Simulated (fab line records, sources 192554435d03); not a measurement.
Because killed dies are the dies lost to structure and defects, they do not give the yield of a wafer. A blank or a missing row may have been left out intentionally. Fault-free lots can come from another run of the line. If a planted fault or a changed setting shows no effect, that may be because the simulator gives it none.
Which tool was responsible? -- flow n5_finfet -- 18 wafers from 6 lots sampled at 3 of the route's 1938 steps

## WHAT THE GAUGES SHOWED, per wafer
N5_PASSIVATION_CD_MEAS_30 targets a cd of 4000 nm.
lot,measured,on,cd_nm (nm)
L510,day 12 13:53,cd_sem-02,3997.5 3998.6 3999.4
L509,day 12 20:04,cd_sem-01,3996.4 3998.6 3999.8
L514,day 13 16:10,cd_sem-03,4000.3 3997.6 3998.5
L519,day 14 19:23,cd_sem-02,3999.9 4000.5 3997.9
L525,day 16 13:26,cd_sem-01,3999.3 3999.2 4000.5
L529,day 18 00:29,cd_sem-02,4001.2 4000.2 4000.9

## EACH LOT AND THE TOOL THAT RAN IT (in order: tool; ch and the chambers of the sampled wafers; start)
lot,N5_BEOL_M13_STRIP_37,N5_PASSIVATION_SPUTTER_20
L510,"plasma_asher-02 ch 0,1, day 11 08:59","pvd_sputter-01, day 12 13:11"
L509,"plasma_asher-02 ch 0,1, day 11 14:11","pvd_sputter-01, day 12 19:22"
L514,"plasma_asher-01 ch 0,1, day 12 17:14","pvd_sputter-03, day 13 15:28"
L519,"plasma_asher-01 ch 0,1, day 13 20:29","pvd_sputter-02, day 14 18:49"
L525,"plasma_asher-02 ch 0,1, day 15 09:57","pvd_sputter-02, day 16 12:44"
L529,"plasma_asher-01 ch 0,1, day 16 21:26","pvd_sputter-01, day 17 23:55"
- N5_BEOL_M13_STRIP_37: strips in N2/H2.
- N5_PASSIVATION_SPUTTER_20: material TaN, target thk 50 nm.

## THE ANSWER, worked out from the rows above alone
Rule: what is usual is taken from the lots themselves. Put in order of their means at a reading, lots are off if they are a third of the lots or fewer, leave a main group of 4 or more, and stand apart from it by a gap of 3 or more times the standard deviation of the main group's means; of several such gaps the widest counts. A main group whose means are all the same, to the digits that the tables above print for the reading, isn't used. A lot without any number at a reading at which 4 lots or more have one is off too. Where the step has rows for the other lots, those lots are counted as sound.
None of the lots is off at any reading shown; this tells nothing.

## WHAT HAD BEEN PUT IN BY THE SIMULATOR
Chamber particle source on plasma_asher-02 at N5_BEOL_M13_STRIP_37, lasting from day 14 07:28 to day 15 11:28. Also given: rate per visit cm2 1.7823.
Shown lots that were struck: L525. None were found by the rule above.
